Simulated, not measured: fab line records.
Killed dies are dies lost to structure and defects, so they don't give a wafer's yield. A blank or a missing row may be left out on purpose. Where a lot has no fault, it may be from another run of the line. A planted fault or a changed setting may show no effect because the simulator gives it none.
Which of the tools did it?    flow n5-finfet    45 wafers from 15 lots sampled at 6 of the route's 1938 steps

== WHAT THE GAUGES READ, wafer by wafer ==
N5_GATE_CUT_CD_MEAS_13 targets a cd of 20 nm. Usual: cd-nm reads 20.05 nm (standard deviation 0.27).
lot   measured      on         cd-nm (nm)         flag
L342  day 4 08:59   cd-sem-02  19.52 19.82 19.73  
L343  day 4 21:18   cd-sem-02  19.88 19.60 19.35  
L344  day 4 23:50   cd-sem-02  20.30 20.46 20.20  
L345  day 5 06:39   cd-sem-01  19.92 20.13 19.79  
L346  day 5 13:30   cd-sem-02  19.83 20.07 19.96  
L347  day 5 21:25   cd-sem-03  20.05 20.01 19.92  
L348  day 6 06:38   cd-sem-02  20.16 19.94 19.84  
L349  day 6 12:58   cd-sem-02  19.47 19.71 20.22  
L350  day 6 15:45   cd-sem-03  19.93 20.33 20.10  
L357  day 8 09:55   cd-sem-01  9.05 20.48 20.28   OFF
L358  day 8 13:03   cd-sem-03  20.31 10.09 9.53   OFF
L359  day 8 22:01   cd-sem-02  11.27 11.93 20.14  OFF
L362  day 9 12:50   cd-sem-03  20.32 20.18 19.94  
L363  day 9 18:52   cd-sem-02  20.15 19.84 20.39  
L364  day 10 03:36  cd-sem-02  20.21 19.68 20.13  

N5_BEOL_M4_RC_MEAS_101. Usual: DIBL_N 36.3 mV/V, standard deviation 1.2; DIBL_P 36.1 mV/V, standard deviation 1.6; IOFF_N 0.161 nA/um, standard deviation 0.023; IOFF_P 0.209 nA/um, standard deviation 0.027; ION_N 676 uA/um, standard deviation 8.9; ION_P 462 uA/um, standard deviation 5.3; SS_N 71.5 mV/dec, standard deviation 0.51; SS_P 73.2 mV/dec, standard deviation 0.5; VT_N 249.1 mV, standard deviation 2.5; VT_P -249.9 mV, standard deviation 2.8.
lot   measured      on         DIBL_N (mV/V)   DIBL_P (mV/V)   IOFF_N (nA/um)     IOFF_P (nA/um)     ION_N (uA/um)  ION_P (uA/um)  SS_N (mV/dec)   SS_P (mV/dec)   VT_N (mV)          VT_P (mV)             flag
L342  day 7 12:20   prober-02  36.5 35.7 34.8  36.8 35.0 33.1  0.164 0.142 0.129  0.203 0.183 0.157  671 672 667    460 457 451    71.8 70.8 71.7  72.7 73.3 73.5  246.1 247.2 250.9  -251.8 -253.2 -255.5  
L343  day 8 08:17   prober-01  36.1 35.8 37.7  35.6 36.2 38.1  0.155 0.145 0.185  0.203 0.211 0.249  683 671 689    462 461 471    71.5 70.9 71.6  72.9 72.7 73.9  248.2 248.5 246.0  -249.9 -250.4 -247.5  
L344  day 8 12:03   prober-01  36.8 37.7 36.8  35.5 35.8 34.7  0.161 0.174 0.162  0.221 0.220 0.213  675 674 664    463 466 460    71.3 71.2 71.5  73.0 73.1 73.5  250.1 250.3 248.5  -248.8 -249.0 -247.3  
L345  day 8 14:11   prober-02  35.7 34.9 34.4  34.7 33.4 33.8  0.146 0.125 0.125  0.190 0.172 0.180  672 666 667    463 457 464    71.5 70.9 71.1  72.8 72.9 72.9  252.3 252.6 252.0  -249.1 -253.1 -251.7  
L346  day 8 17:25   prober-02  35.5 34.8 36.0  34.7 33.8 35.1  0.126 0.121 0.137  0.169 0.164 0.182  658 664 672    450 457 459    70.6 69.9 70.4  72.4 72.7 72.3  250.9 252.8 252.8  -255.3 -255.6 -254.5  
L347  day 9 04:35   prober-02  37.6 36.4 37.9  36.7 36.1 37.3  0.184 0.168 0.192  0.262 0.241 0.272  682 686 678    471 468 465    71.5 71.5 71.8  73.2 73.4 73.4  245.7 247.2 248.0  -246.9 -244.0 -243.8  
L348  day 9 12:39   prober-02  36.5 37.4 37.1  35.8 37.8 37.4  0.158 0.188 0.198  0.203 0.239 0.240  669 675 683    459 459 466    71.6 71.5 71.6  73.5 73.4 74.4  249.0 248.5 248.4  -249.5 -247.8 -247.9  
L349  day 9 19:53   prober-01  34.3 35.1 35.0  34.7 35.5 35.4  0.129 0.140 0.140  0.158 0.175 0.171  664 679 663    450 461 454    71.2 71.3 71.4  73.6 73.3 73.3  252.9 248.6 249.8  -256.2 -252.5 -253.8  
L350  day 9 14:19   prober-02  36.9 37.7 36.9  34.3 35.4 34.6  0.153 0.170 0.166  0.203 0.221 0.202  670 667 674    467 462 459    71.5 71.7 71.5  73.2 72.8 72.8  249.4 247.7 250.3  -248.5 -248.0 -252.3  
L357  day 11 09:11  prober-02  35.7 34.0       35.9 33.4       0.160 0.135        0.204 0.174        672 665        462 457        71.9 71.0       73.4 72.6       250.1 251.5        -250.7 -253.3         
L358  day 11 16:43  prober-01  36.9            35.3            0.150              0.187              673            460            70.5            72.4            250.0              -250.0                
L359  day 12 05:28  prober-02  35.5            36.3            0.151              0.188              678            464            71.4            73.0            249.1              -253.0                
L362  day 12 14:43  prober-02  36.8 38.2 37.9  37.2 37.8 37.5  0.177 0.200 0.186  0.220 0.232 0.225  679 688 680    460 462 467    72.2 71.8 72.0  73.3 73.2 72.1  249.4 247.3 247.4  -250.5 -247.2 -249.5  
L363  day 12 20:45  prober-02  34.3 35.8 36.0  35.7 36.9 37.6  0.117 0.135 0.138  0.192 0.214 0.222  663 666 673    461 463 467    71.9 71.0 71.6  72.9 73.7 73.1  254.1 254.6 254.9  -252.3 -249.9 -250.0  
L364  day 13 06:17  prober-01  35.6 36.1 36.0  36.5 37.8 37.2  0.161 0.182 0.166  0.215 0.238 0.222  666 681 677    461 461 462    71.9 71.8 72.7  73.0 73.9 73.7  249.0 246.7 248.1  -250.2 -247.1 -251.9  

== TOOL THAT RAN EACH LOT (tool first, then ch and the chambers of the sampled wafers, then the start) ==
lot   N5_GATE_CUT_ETCHBACK_00            N5_GATE_CUT_VAPOR_ETCH_60          N5_GATE_CUT_EXPOSE_10              N5_GATE_CUT_ETCH_36
L342  rie-metal-03 ch 0,1, day 4 05:16   rie-metal-03 ch 0,1, day 4 05:28   euv-scanner-01 ch 0, day 4 08:52   rie-diel-06 ch 1,3, day 4 09:10
L343  rie-metal-02 ch 0,1, day 4 17:31   rie-metal-02 ch 0,1, day 4 17:45   euv-scanner-02 ch 0, day 4 21:11   rie-diel-06 ch 2,3, day 4 22:23
L344  rie-metal-01 ch 0,1, day 4 19:01   rie-metal-01 ch 0,1, day 4 19:15   euv-scanner-02 ch 0, day 4 23:43   rie-diel-06 ch 0,2,3, day 5 01:04
L345  rie-metal-03 ch 0,1, day 5 03:05   rie-metal-03 ch 0,1, day 5 03:19   euv-scanner-02 ch 0, day 5 06:31   rie-diel-03 ch 2,3, day 5 07:13
L346  rie-metal-03 ch 0,1, day 5 09:52   rie-metal-03 ch 0,1, day 5 10:04   euv-scanner-01 ch 0, day 5 13:22   rie-diel-06 ch 2,3, day 5 13:43
L347  rie-metal-02 ch 0,1, day 5 17:32   rie-metal-02 ch 0,1, day 5 17:47   euv-scanner-01 ch 0, day 5 21:17   rie-diel-06 ch 0,1,3, day 5 21:45
L348  rie-metal-02 ch 0,1, day 6 03:05   rie-metal-02 ch 0,1, day 6 03:20   euv-scanner-01 ch 0, day 6 06:31   rie-diel-03 ch 0,2, day 6 07:20
L349  rie-metal-01 ch 0,1, day 6 09:19   rie-metal-01 ch 0,1, day 6 09:33   euv-scanner-01 ch 0, day 6 12:50   rie-diel-03 ch 1,2,3, day 6 13:08
L350  rie-metal-02 ch 0,1, day 6 11:53   rie-metal-02 ch 0,1, day 6 12:07   euv-scanner-01 ch 0, day 6 15:37   rie-diel-06 ch 1,2, day 6 15:56
L357  rie-metal-02 ch 0,1, day 8 06:17   rie-metal-02 ch 0,1, day 8 06:31   euv-scanner-02 ch 0, day 8 09:47   rie-diel-03 ch 1,2,3, day 8 10:06
L358  rie-metal-02 ch 0,1, day 8 09:29   rie-metal-02 ch 0,1, day 8 09:43   euv-scanner-02 ch 0, day 8 12:55   rie-diel-03 ch 0,1, day 8 13:57
L359  rie-metal-03 ch 0,1, day 8 15:19   rie-metal-03 ch 0,1, day 8 15:33   euv-scanner-02 ch 0, day 8 21:53   rie-diel-02 ch 1,2,3, day 8 22:11
L362  rie-metal-02 ch 0,1, day 9 09:05   rie-metal-02 ch 0,1, day 9 09:20   euv-scanner-01 ch 0, day 9 12:42   rie-diel-03 ch 1,2, day 9 13:05
L363  rie-metal-01 ch 0,1, day 9 15:19   rie-metal-01 ch 0,1, day 9 15:33   euv-scanner-01 ch 0, day 9 18:44   rie-diel-02 ch 1,2,3, day 9 19:05
L364  rie-metal-03 ch 0,1, day 10 00:04  rie-metal-03 ch 0,1, day 10 00:18  euv-scanner-01 ch 0, day 10 03:28  rie-diel-06 ch 1,2, day 10 03:47
- N5_GATE_CUT_ETCHBACK_00: etches W in SF6/Cl2.
- N5_GATE_CUT_VAPOR_ETCH_60: etches HfO2 in BCl3/Cl2.
- N5_GATE_CUT_EXPOSE_10: exposes mask GATE CUT, target cd 20 nm.
- N5_GATE_CUT_ETCH_36: etches SiARC in CF4, target depth 13 nm, time 21.7 s.

== WHAT THE TOOLS THEMSELVES READ (means of the sampled wafers that have a number; where no wafer has one, the mark that the record gives instead) ==
N5_GATE_CUT_ETCHBACK_00. Usual: drypump-motor-current-A 5.4 A, standard deviation 0.35; oes-product-au 0.80 a.u., standard deviation 0.088; throttle-valve-pct 27.6 %, standard deviation 0.43.
lot   tool          drypump-motor-current-A (A)  oes-product-au (a.u.)  throttle-valve-pct (%)  flag
L342  rie-metal-03  5.4                          0.88                   27.9                    
L343  rie-metal-02  5.4                          0.85                   27.2                    
L344  rie-metal-01  5.6                          0.79                   27.5                    
L345  rie-metal-03  5.4                          0.86                   27.8                    
L346  rie-metal-03  5.1                          0.76                   28.0                    
L347  rie-metal-02  5.4                          0.81                   27.1                    
L348  rie-metal-02  5.4                          0.80                   27.1                    
L349  rie-metal-01  5.8                          0.80                   27.7                    
L350  rie-metal-02  5.3                          0.84                   27.2                    
L357  rie-metal-02  5.4                          0.79                   27.1                    
L358  rie-metal-02  5.4                          0.79                   27.1                    
L359  rie-metal-03  5.1                          0.74                   28.0                    
L362  rie-metal-02  5.4                          0.78                   27.1                    
L363  rie-metal-01  5.8                          0.78                   27.8                    
L364  rie-metal-03  5.4                          0.81                   27.9                    

N5_GATE_CUT_VAPOR_ETCH_60. Usual: drypump-motor-current-A 5.4 A, standard deviation 0.35; oes-product-au 0.80 a.u., standard deviation 0.088.
lot   tool          drypump-motor-current-A (A)  oes-product-au (a.u.)  flag
L342  rie-metal-03  5.4                          0.88                   
L343  rie-metal-02  5.3                          0.85                   
L344  rie-metal-01  5.5                          0.78                   
L345  rie-metal-03  5.4                          0.87                   
L346  rie-metal-03  5.1                          0.77                   
L347  rie-metal-02  5.4                          0.82                   
L348  rie-metal-02  5.4                          0.80                   
L349  rie-metal-01  5.8                          0.80                   
L350  rie-metal-02  5.4                          0.84                   
L357  rie-metal-02  5.4                          0.79                   
L358  rie-metal-02  5.4                          0.79                   
L359  rie-metal-03  5.1                          0.74                   
L362  rie-metal-02  5.4                          0.78                   
L363  rie-metal-01  5.8                          0.78                   
L364  rie-metal-03  5.4                          0.81                   

N5_GATE_CUT_ETCH_36. Usual: for cf4-flow-sccm, 99.9 sccm with a standard deviation of 0.33; for drypump-motor-current-A, 5.8 A with a standard deviation of 0.42; for etch-rf-on-time-s, 21.8 s with a standard deviation of 0.37; for oes-product-au, 0.69 a.u. with a standard deviation of 0.079; for rf-vpp-V, 184.5 V with a standard deviation of 1.2; for showerhead-plenum-p-Torr, 2.17 Torr with a standard deviation of 0.072; for throttle-valve-pct, 15.56 % with a standard deviation of 0.24.
lot   tool         cf4-flow-sccm (sccm)  drypump-motor-current-A (A)  etch-rf-on-time-s (s)  oes-product-au (a.u.)  rf-vpp-V (V)  showerhead-plenum-p-Torr (Torr)  throttle-valve-pct (%)  flag
L342  rie-diel-06  100.2                 6.0                          21.8                   0.63                   185.4         2.22                             15.56                   
L343  rie-diel-06  99.8                  5.4                          21.8                   0.78                   185.0         2.21                             15.36                   
L344  rie-diel-06  99.9                  5.6                          21.7                   0.72                   184.6         2.19                             15.49                   
L345  rie-diel-03  99.7                  5.4                          21.9                   0.61                   182.8         2.10                             15.87                   
L346  rie-diel-06  99.6                  5.4                          21.8                   0.76                   184.6         2.21                             15.38                   
L347  rie-diel-06  100.0                 6.0                          21.6                   0.72                   184.7         2.19                             15.43                   
L348  rie-diel-03  100.1                 5.7                          21.8                   0.71                   183.0         2.08                             15.58                   
L349  rie-diel-03  99.9                  5.5                          22.0                   0.63                   184.4         2.14                             15.82                   
L350  rie-diel-06  99.6                  5.8                          21.6                   0.80                   185.3         2.19                             15.31                   
L357  rie-diel-03  100.1                 5.5                          22.3                   0.61                   185.1         2.13                             15.84                   
L358  rie-diel-03  100.2                 6.2                          21.9                   0.67                   184.7         2.18                             15.70                   
L359  rie-diel-02  100.1                 6.0                          21.4                   0.69                   184.8         2.19                             15.59                   
L362  rie-diel-03  100.0                 5.5                          22.1                   0.63                   184.1         2.11                             15.76                   
L363  rie-diel-02  100.1                 6.0                          21.5                   0.69                   184.8         2.18                             15.60                   
L364  rie-diel-06  100.4                 5.5                          21.9                   0.75                   183.5         2.18                             15.42                   

== THE ANSWER, worked out from the rows above alone ==
Rule: a lot is off if the mean of its wafers that have a number lies more than 3 standard deviations from the usual mean. Also off: a lot with no number at a reading for which 4 or more lots have one. All remaining lots with rows at the step are treated as sound. The gauges are gone through in route order, then the tools' own readings, and for those a lot's mean is taken as printed above. The first step at which some lot is off is used, and at that step the reading that is off furthest; a lot without a number counts as furthest.
Off at N5_GATE_CUT_CD_MEAS_13 (cd-nm): L357, L358, L359.
A tool fits if, at a process step before that reading, it ran every lot that is off, and no sound lot after the first of them. Those tools and the gauges at N5_GATE_CUT_CD_MEAS_13 are tried in the same way. One fits: euv-scanner-02 at N5_GATE_CUT_EXPOSE_10. A fault onset in the window from L345 (day 5 06:31, its last sound lot) to L357 (day 8 09:47, its first lot off) fits.

== WHAT THE SIMULATOR HAD INSERTED ==
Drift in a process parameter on euv-scanner-02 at N5_GATE_CUT_EXPOSE_10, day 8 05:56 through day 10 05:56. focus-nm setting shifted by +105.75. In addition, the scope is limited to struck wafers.
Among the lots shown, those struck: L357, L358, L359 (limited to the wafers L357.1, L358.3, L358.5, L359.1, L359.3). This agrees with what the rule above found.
